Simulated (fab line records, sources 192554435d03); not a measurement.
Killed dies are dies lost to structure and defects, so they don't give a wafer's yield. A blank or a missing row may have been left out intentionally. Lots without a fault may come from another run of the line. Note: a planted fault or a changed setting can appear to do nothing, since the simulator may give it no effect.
Matching of chambers    flow n5 finfet    N5_BEOL_M2_ETCH_63 on rie diel-03 has 4 sister chambers
The step etches SiARC in CF4, target depth 15.6 nm, time 26 s. 8 wafers are shown with their chamber, then 8 later ones without.

## WAFERS, EACH WITH ITS CHAMBER
wafer   chamber  drypump motor current A (A)  showerhead plenum p Torr (Torr)
L074.1  1        6.3                          2.17
L082.1  1        6.3                          2.17
L082.6  2        5.6                          2.08
L083.2  0        5.2                          2.24
L083.3  2        5.6                          2.07
L085.5  0        5.1                          2.23
L085.6  3        5.7                          2.07
L086.1  3        5.7                          2.07

## WAFERS MISSING THEIR CHAMBER
wafer   drypump motor current A (A)  showerhead plenum p Torr (Torr)
L086.4  6.3                          2.16
L086.5  6.2                          2.16
L091.1  5.6                          2.07
L091.4  5.7                          2.06
L091.6  5.7                          2.06
L092.2  5.7                          2.06
L092.3  5.2                          2.23
L092.6  6.3                          2.16

## WHICH CHAMBER EACH WENT THROUGH
wafer   from the rows above      in truth
L086.4  1                        1
L086.5  1                        1
L091.1  can't be placed: 2 or 3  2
L091.4  3                        3
L091.6  3                        3
L092.2  3                        3
L092.3  0                        0
L092.6  1                        1
7 of 8 placed correctly. From these rows, 1 cannot be placed; in 1 the true chamber is one of the candidates. Placed wrongly: 0.
How it was worked out, from the rows above alone: a wafer's distance from a chamber is the root of the sum, over the readings, of the square of ((its reading less the chamber's mean) divided by the reading's scatter). If the next closest chamber is less than 2 further off than the closest, the wafer can't be placed; otherwise it belongs to the closest. A chamber's mean is the mean of its shown wafers. The scatter: the root of (the sum of the squares of (reading less its chamber's mean) over the shown wafers, divided by (wafers less chambers)).
